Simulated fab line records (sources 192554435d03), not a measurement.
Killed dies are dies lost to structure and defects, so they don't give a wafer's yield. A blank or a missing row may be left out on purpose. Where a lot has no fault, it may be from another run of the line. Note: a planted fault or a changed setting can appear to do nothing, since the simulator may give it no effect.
Lot-split experiment || flow n5Finfet || 7 lots, 21 wafers read, on a route of 1938 steps

SPLIT DETAILS
At N5_MOL_CONTACT_COAG_ALD_133 (deposits SiO2, target thk 5 nm, pulse time 1 s, co reactant pulse time 1 s), the setting aldCycles was moved away from the recipe's 35 on 8 of the 21 wafers read, by -8.6% to +14.3%. For the rest of the wafers, this setting stayed at what the recipe calls for.

Reading taken at the split's own step.

THE READING
SiO2_of_MOL_CONTACT_COAG_ALD_133.thkNm (the simulator's own value, which no gauge read), in nm, at N5_MOL_CONTACT_COAG_ALD_133 (deposits SiO2, target thk 5 nm, pulse time 1 s, co reactant pulse time 1 s). No usual value for it is given in the file.

{"wafer": "L076.1", "tool, chamber at the split": "aldSin-03, 3,0", "aldCycles as run": 39, "against the recipe": "+11.4%", "SiO2_of_MOL_CONTACT_COAG_ALD_133.thkNm, nm": 5.6, "against lot-mates on the recipe": "+0.6"}
{"wafer": "L076.3", "tool, chamber at the split": "aldSin-03, 3,0", "aldCycles as run": 39, "against the recipe": "+11.4%", "SiO2_of_MOL_CONTACT_COAG_ALD_133.thkNm, nm": 5.6, "against lot-mates on the recipe": "+0.6"}
{"wafer": "L076.5", "tool, chamber at the split": "aldSin-03, 1", "aldCycles as run": 35, "against the recipe": "recipe", "SiO2_of_MOL_CONTACT_COAG_ALD_133.thkNm, nm": 5, "against lot-mates on the recipe": "-"}
{"wafer": "L080.1", "tool, chamber at the split": "aldSin-04, 0,1,3", "aldCycles as run": 35, "against the recipe": "recipe", "SiO2_of_MOL_CONTACT_COAG_ALD_133.thkNm, nm": 5, "against lot-mates on the recipe": "-"}
{"wafer": "L080.2", "tool, chamber at the split": "aldSin-04, 0,1,3", "aldCycles as run": 35, "against the recipe": "recipe", "SiO2_of_MOL_CONTACT_COAG_ALD_133.thkNm, nm": 5, "against lot-mates on the recipe": "-"}
{"wafer": "L080.3", "tool, chamber at the split": "aldSin-04, 0,1,3", "aldCycles as run": 35, "against the recipe": "recipe", "SiO2_of_MOL_CONTACT_COAG_ALD_133.thkNm, nm": 5, "against lot-mates on the recipe": "-"}
{"wafer": "L081.2", "tool, chamber at the split": "aldSin-03, 0,3,1", "aldCycles as run": 35, "against the recipe": "recipe", "SiO2_of_MOL_CONTACT_COAG_ALD_133.thkNm, nm": 5, "against lot-mates on the recipe": "-"}
{"wafer": "L081.3", "tool, chamber at the split": "aldSin-03, 0,3,1", "aldCycles as run": 35, "against the recipe": "recipe", "SiO2_of_MOL_CONTACT_COAG_ALD_133.thkNm, nm": 5, "against lot-mates on the recipe": "-"}
{"wafer": "L081.5", "tool, chamber at the split": "aldSin-03, 0,3,1", "aldCycles as run": 35, "against the recipe": "recipe", "SiO2_of_MOL_CONTACT_COAG_ALD_133.thkNm, nm": 5, "against lot-mates on the recipe": "-"}
{"wafer": "L089.1", "tool, chamber at the split": "aldSin-04, 0", "aldCycles as run": 32, "against the recipe": "-8.6%", "SiO2_of_MOL_CONTACT_COAG_ALD_133.thkNm, nm": 4.6, "against lot-mates on the recipe": -0.4}
{"wafer": "L089.2", "tool, chamber at the split": "aldSin-04, 2,1", "aldCycles as run": 35, "against the recipe": "recipe", "SiO2_of_MOL_CONTACT_COAG_ALD_133.thkNm, nm": 5, "against lot-mates on the recipe": "-"}
{"wafer": "L089.4", "tool, chamber at the split": "aldSin-04, 2,1", "aldCycles as run": 35, "against the recipe": "recipe", "SiO2_of_MOL_CONTACT_COAG_ALD_133.thkNm, nm": 5, "against lot-mates on the recipe": "-"}
{"wafer": "L088.3", "tool, chamber at the split": "aldSin-04, 0,2", "aldCycles as run": 35, "against the recipe": "recipe", "SiO2_of_MOL_CONTACT_COAG_ALD_133.thkNm, nm": 5, "against lot-mates on the recipe": "-"}
{"wafer": "L088.5", "tool, chamber at the split": "aldSin-04, 0,2", "aldCycles as run": 35, "against the recipe": "recipe", "SiO2_of_MOL_CONTACT_COAG_ALD_133.thkNm, nm": 5, "against lot-mates on the recipe": "-"}
{"wafer": "L088.4", "tool, chamber at the split": "aldSin-04, 1", "aldCycles as run": 40, "against the recipe": "+14.3%", "SiO2_of_MOL_CONTACT_COAG_ALD_133.thkNm, nm": 5.8, "against lot-mates on the recipe": "+0.8"}
{"wafer": "L095.2", "tool, chamber at the split": "aldSin-02, 2,1", "aldCycles as run": 39, "against the recipe": "+11.4%", "SiO2_of_MOL_CONTACT_COAG_ALD_133.thkNm, nm": 5.6, "against lot-mates on the recipe": "+0.6"}
{"wafer": "L095.5", "tool, chamber at the split": "aldSin-02, 2,1", "aldCycles as run": 39, "against the recipe": "+11.4%", "SiO2_of_MOL_CONTACT_COAG_ALD_133.thkNm, nm": 5.6, "against lot-mates on the recipe": "+0.6"}
{"wafer": "L095.4", "tool, chamber at the split": "aldSin-02, 2", "aldCycles as run": 35, "against the recipe": "recipe", "SiO2_of_MOL_CONTACT_COAG_ALD_133.thkNm, nm": 5, "against lot-mates on the recipe": "-"}
{"wafer": "L097.1", "tool, chamber at the split": "aldSin-02, 1", "aldCycles as run": 35, "against the recipe": "recipe", "SiO2_of_MOL_CONTACT_COAG_ALD_133.thkNm, nm": 5, "against lot-mates on the recipe": "-"}
{"wafer": "L097.2", "tool, chamber at the split": "aldSin-02, 2,1", "aldCycles as run": 40, "against the recipe": "+14.3%", "SiO2_of_MOL_CONTACT_COAG_ALD_133.thkNm, nm": 5.8, "against lot-mates on the recipe": "+0.8"}
{"wafer": "L097.4", "tool, chamber at the split": "aldSin-02, 2,1", "aldCycles as run": 40, "against the recipe": "+14.3%", "SiO2_of_MOL_CONTACT_COAG_ALD_133.thkNm, nm": 5.8, "against lot-mates on the recipe": "+0.8"}
If several chambers appear in one row, that row covers several wafers at once and the file leaves open which wafer was in which chamber.

FIT RESULTS
A straight line over all 21 wafers: SiO2_of_MOL_CONTACT_COAG_ALD_133.thkNm changes by +0.0536 nm for each +1% of aldCycles; r = +1.00; the points scatter about the line by 0.019 nm.
The same after taking each lot's own level away (the mean of its wafers on the recipe; 21 wafers): +0.0536 nm for each +1%; r = +1.00; scatter 0.019 nm.
That fit puts the effect of the largest move of aldCycles on the reading at 0.77 nm.
The lots' own levels span 5.00 to 5.00 nm.
The two slopes agree, so the slope changes little with the lot-to-lot level.
Check: for one of the wafers moved furthest among these (+14.3%), held out of the fit, the line's prediction against its lot-mates is +0.765 nm. It came out at +0.8 nm against them.

THE OTHER SPLITS THESE WAFERS WENT THROUGH
Note: prior to the reading, these wafers also went through further splits. Each is held against what the fit with the lots' levels taken away leaves over:
{"other split on the same wafers": "N5_HKMG_FIN_COAT_43 spinRpm", "wafers away from the commonest value": 9, "r with SiO2_of_MOL_CONTACT_COAG_ALD_133.thkNm (lot level and that fit taken away)": "+0.00"}
{"other split on the same wafers": "N5_GATE_CUT_COAT_27 spinRpm", "wafers away from the commonest value": 8, "r with SiO2_of_MOL_CONTACT_COAG_ALD_133.thkNm (lot level and that fit taken away)": "+0.25"}
{"other split on the same wafers": "N5_GATE_CUT_ETCH_36 cf4FlowSccm", "wafers away from the commonest value": 7, "r with SiO2_of_MOL_CONTACT_COAG_ALD_133.thkNm (lot level and that fit taken away)": "+0.16"}
{"other split on the same wafers": "N5_MOL_CONTACT_COAG_EXPOSE_81 doseMj", "wafers away from the commonest value": 9, "r with SiO2_of_MOL_CONTACT_COAG_ALD_133.thkNm (lot level and that fit taken away)": -0.17}

FILE'S OWN FIT
SiO2_of_MOL_CONTACT_COAG_ALD_133.thkNm changes by +0.0538 nm for each +1% of aldCycles, r = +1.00.
